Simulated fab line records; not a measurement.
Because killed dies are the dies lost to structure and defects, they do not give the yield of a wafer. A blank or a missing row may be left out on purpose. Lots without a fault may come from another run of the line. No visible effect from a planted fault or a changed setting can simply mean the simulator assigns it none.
Problem report in the 8D (eight disciplines) form, filled by code | flow nand_harc | the parts of the form that need people (team, actions taken, sign-off) are left out

== 1. THE PROBLEM ==
cd_nm at NHARC_P_CONTACT_CD_MEAS_12 reads a mean of 99.0 nm on 6 wafers of 2 lots; wafers without a fault read 90.2 nm with a standard deviation of 0.58. Relative to the usual mean, that is a shift of +15 standard deviations.
The step: target cd 90 nm.
Seen first at day 10 20:41 on cd_sem-03, wafer L183.1. Wafers with a number at this step in the record: 42, from 14 lots. The rule behind "out" and "out of limits": a value lying over 4 standard deviations away from the usual mean. Any other wafer with a number is counted as sound.

== 2. WHAT THIS IS AND IS NOT ==
question                    | is                     | is not
which readings at this step | cd_nm                  | -
which lots                  | L183, L185             | L171, L172, L173, L174, L175, L177, L178, L188, L190, L191, L192, L193
which wafers of those lots  | all that have a number | -
read on which gauges        | cd_sem-03              | cd_sem-01, cd_sem-02
when                        | from day 10 20:41      | up to then (21 sound wafers); but 15 sound wafers of L188, L190, L191, L192, L193 came after

== 3. THE SUSPECTS, EACH WITH WHAT RULES IT OUT ==
Counting: a tool at any process step up to the reading remains a suspect when it ran all the lots that are out and ran no sound lot after the first of those.
- the gauge at NHARC_P_CONTACT_CD_MEAS_12: kept. All the wafers that are out were read on cd_sem-03, and no step on other tools shows them out.
- litho_track-01 at NHARC_P_CONTACT_PEB_10 (peb time 65 s): kept. All lots that are out passed through it, beginning with L183 at day 10 20:37, and no sound lot followed; its final sound lot before that point was L178 at day 9 00:28.
Left after counting: litho_track-01 at NHARC_P_CONTACT_PEB_10, cd_sem-03 at NHARC_P_CONTACT_CD_MEAS_12.

== 4. THE CAUSE (what the simulator had put in) ==
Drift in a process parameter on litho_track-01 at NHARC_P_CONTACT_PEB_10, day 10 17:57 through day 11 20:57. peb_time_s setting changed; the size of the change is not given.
After counting, 2 suspects remain, this tool included.

== 5. THE EFFECT CHAIN, in route order ==
Each row: a reading where the mean over the struck wafers with a number is more than 3 standard deviations away from the usual. Only readings whose record carries a usual standard deviation are examined. hours: median over the lots of the time between each lot's start at the first step of this table that gives one and its start at this step. sigmas: the change, counted in usual standard deviations.
hours | step                       | reading | usual   | on struck wafers | change | sigmas
0     | NHARC_P_CONTACT_CD_MEAS_12 | cd_nm   | 90.2 nm | 99.0             | +8.8   | +15
1     | NHARC_P_CONTACT_CD_MEAS_19 | cd_nm   | 89.6 nm | 98.1             | +8.5   | +5.3

== 6. WHAT WOULD HAVE CAUGHT IT SOONER ==
Counted from the fault's start at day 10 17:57, it took 3 hours until the first out-of-limits reading at a measuring or inspecting step in this record, taken at day 10 20:41.
Lots out: 2; of these, L185 started NHARC_P_CONTACT_PEB_10 on litho_track-01 after day 10 20:41. A hold on the tool at that time would have spared it.
